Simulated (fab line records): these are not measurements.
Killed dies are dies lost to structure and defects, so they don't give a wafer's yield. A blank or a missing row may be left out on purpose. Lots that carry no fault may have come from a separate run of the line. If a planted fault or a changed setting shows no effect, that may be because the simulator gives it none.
Matching of chambers	flow n5_finfet	rie_diel-03 running N5_BEOL_M12_ETCH_67: 3 sister chambers
The step etches SiARC in CF4, target depth 143 nm, time 238.3 s. 18 wafers are shown with their chamber, then 6 later ones without.

## EACH WAFER AND ITS CHAMBER
wafer	chamber	showerhead_plenum_p_Torr (Torr)	etch_rf_on_time_s (s)	throttle_valve_pct (%)
L076.1	0	2.23	239	15.37
L076.3	1	2.14	244	15.43
L076.4	2	2.13	234	15.53
L080.1	2	2.13	235	15.55
L080.2	1	2.13	245	15.44
L080.4	0	2.23	239	15.39
L083.1	1	2.13	243	15.46
L083.2	0	2.22	239	15.41
L083.4	0	2.22	236	15.41
L085.2	1	2.13	245	15.48
L085.3	0	2.22	240	15.42
L085.6	2	2.13	233	15.58
L086.2	0	2.22	238	15.40
L086.3	2	2.12	235	15.59
L086.4	1	2.13	244	15.47
L088.1	2	2.12	232	15.58
L088.2	0	2.22	237	15.41
L088.5	2	2.12	233	15.59

SIGNATURES (means of the wafers above)
reading	chamber 0	chamber 1	chamber 2	scatter within a chamber
showerhead_plenum_p_Torr	2.2229	2.1320	2.1250	0.00499
etch_rf_on_time_s	238.29	244.20	233.67	1.2
throttle_valve_pct	15.4014	15.4560	15.5700	0.0207
Rule: distance of a wafer from a chamber = root of the sum over the readings of ((wafer's reading minus chamber's mean) / reading's scatter) squared. If the next closest chamber is less than 2 further off than the closest, the wafer can't be placed; otherwise it belongs to the closest. How the scatter is found: for the shown wafers, subtract from each reading the mean of its chamber, square and add these, divide the total by (wafers less chambers), then take the root.

## WAFERS MISSING THEIR CHAMBER
wafer	showerhead_plenum_p_Torr (Torr)	etch_rf_on_time_s (s)	throttle_valve_pct (%)
L089.1	2.12	234	15.60
L089.6	2.12	237	15.59
L094.5	2.12	233	15.63
L094.6	2.12	240	15.50
L093.2	2.21	242	15.47
L093.6	2.12	247	15.50

## CHAMBER TAKEN BY EACH
wafer	from the rows above	in truth
L089.1	2	2
L089.6	2	2
L094.5	2	2
L094.6	can't be placed: 1 or 2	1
L093.2	0	0
L093.6	1	1
Placed correctly: 5 of 6. Cannot be placed on the basis of these rows: 1; the candidates contain the true chamber in 1. Wrongly placed: 0.
